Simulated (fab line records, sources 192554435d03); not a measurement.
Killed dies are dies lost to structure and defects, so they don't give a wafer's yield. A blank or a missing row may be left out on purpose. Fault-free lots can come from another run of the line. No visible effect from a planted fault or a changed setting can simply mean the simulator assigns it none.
2 desks, one fault / flow n5-finfet / every desk sees just its own numbers, and what lay behind them comes last

== TOOL OWNER'S DESK, ald-metal-01 ==
The tool's own readings at N5_BEOL_M3_ALD_84 (deposits TaN, pulse time 2 s, purge time 3 s, co reactant purge time 2 s): means of the sampled wafers that have a number, for each lot that ran on this tool. A lot is out of limits, marked OUT, if its mean lies more than 4 standard deviations from the usual mean; the brackets give that distance.
Columns: A = heater-power-w at N5_BEOL_M3_ALD_84, usual 410 W
lot=L759; first seen here=day 9 19:22; A=414
lot=L758; first seen here=day 10 03:26; A=387
lot=L760; first seen here=day 10 11:19; A=413
lot=L761; first seen here=day 10 11:54; A=383
lot=L767; first seen here=day 11 11:27; A=379
lot=L764; first seen here=day 11 16:08; A=444
lot=L768; first seen here=day 12 14:59; A=428
This desk found nothing out of limits on any of the 7 lots.

== METROLOGY DESK ==
Means of the sampled wafers that have a number, per lot and without regard to the tool the lot ran on: this is what the gauges read. A lot is out of limits, marked OUT, if its mean lies more than 4 standard deviations from the usual mean; the brackets give that distance. It has 15 readings, of which 7 appear: the earliest out of limits, and the ones furthest out on some lot.
Columns: A = COMB_M3 at N5_BEOL_M4_RC_MEAS_101, usual 5.6e-11 S/m; B = COMB_M3_max_site at N5_BEOL_M4_RC_MEAS_101, usual 8e-11 S/m; C = IOFF_P at N5_BEOL_M4_RC_MEAS_101, usual 0.22 nA/um; D = SERP_M3 at N5_BEOL_M4_RC_MEAS_101, usual 195 ohm/um; E = SERP_M3_max_site at N5_BEOL_M4_RC_MEAS_101, usual 206 ohm/um; F = SS_P at N5_BEOL_M4_RC_MEAS_101, usual 73.4 mV/dec; G = VT_P at N5_BEOL_M4_RC_MEAS_101, usual -250 mV
lot=L759; first seen here=day 9 18:38; A=5.8e-11; B=9e-11; C=0.22; D=191; E=198; F=73.2; G=-249
lot=L758; first seen here=day 10 02:52; A=5.8e-11; B=7e-11; C=0.26; D=194; E=203; F=73.2; G=-247
lot=L760; first seen here=day 10 10:05; A=4.1e-11; B=7e-11; C=0.20; D=207; E=214; F=73.0; G=-251
lot=L761; first seen here=day 10 11:29; A=4.9e-11; B=7e-11; C=0.21; D=187; E=196; F=73.2; G=-249
lot=L767; first seen here=day 11 10:39; A=6.8e-10 (+52) OUT; B=1e-09 (+56) OUT; C=0.16; D=140 (-4.3) OUT; E=144 (-4.1) OUT; F=72.8; G=-256
lot=L764; first seen here=day 11 15:22; A=4.1e-10 (+29) OUT; B=5e-10 (+26) OUT; C=0.28; D=180; E=185; F=74.1; G=-245
lot=L765; first seen here=day 11 18:38; A=4.9e-11; B=6e-11; C=0.22; D=193; E=203; F=73.0; G=-248
lot=L768; first seen here=day 12 14:41; A=2.6e-10 (+17) OUT; B=3e-10 (+13) OUT; C=0.21; D=186; E=197; F=74.1; G=-254
lot=L773; first seen here=day 14 02:30; A=5.7e-11; B=8e-11; C=0.19; D=177; E=187; F=72.3; G=-250
Finding of this desk: L764, L767, L768 out of limits, first seen on L764 at day 12 23:21 (COMB_M3 at N5_BEOL_M4_RC_MEAS_101). L759, L758, L760, L761, L765, L773: within limits.

== ALL TOGETHER ==
The metrology desk could have raised an alarm at day 12 23:21, on L764, L767, L768.
The tool owner's desk saw nothing out of limits.
The tool owner's desk has L764, L767, L768 on record, within its limits.
The lots listed all ran N5_BEOL_M3_ALD_84 on ald-metal-01.

== WHAT THE SIMULATOR PUT IN ==
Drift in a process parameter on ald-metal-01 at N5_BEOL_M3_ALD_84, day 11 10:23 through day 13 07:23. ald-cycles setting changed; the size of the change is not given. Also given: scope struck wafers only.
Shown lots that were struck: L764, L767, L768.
Time in hours between the start of the fault and the first out-of-limits reading at each desk: metrology desk, 37.
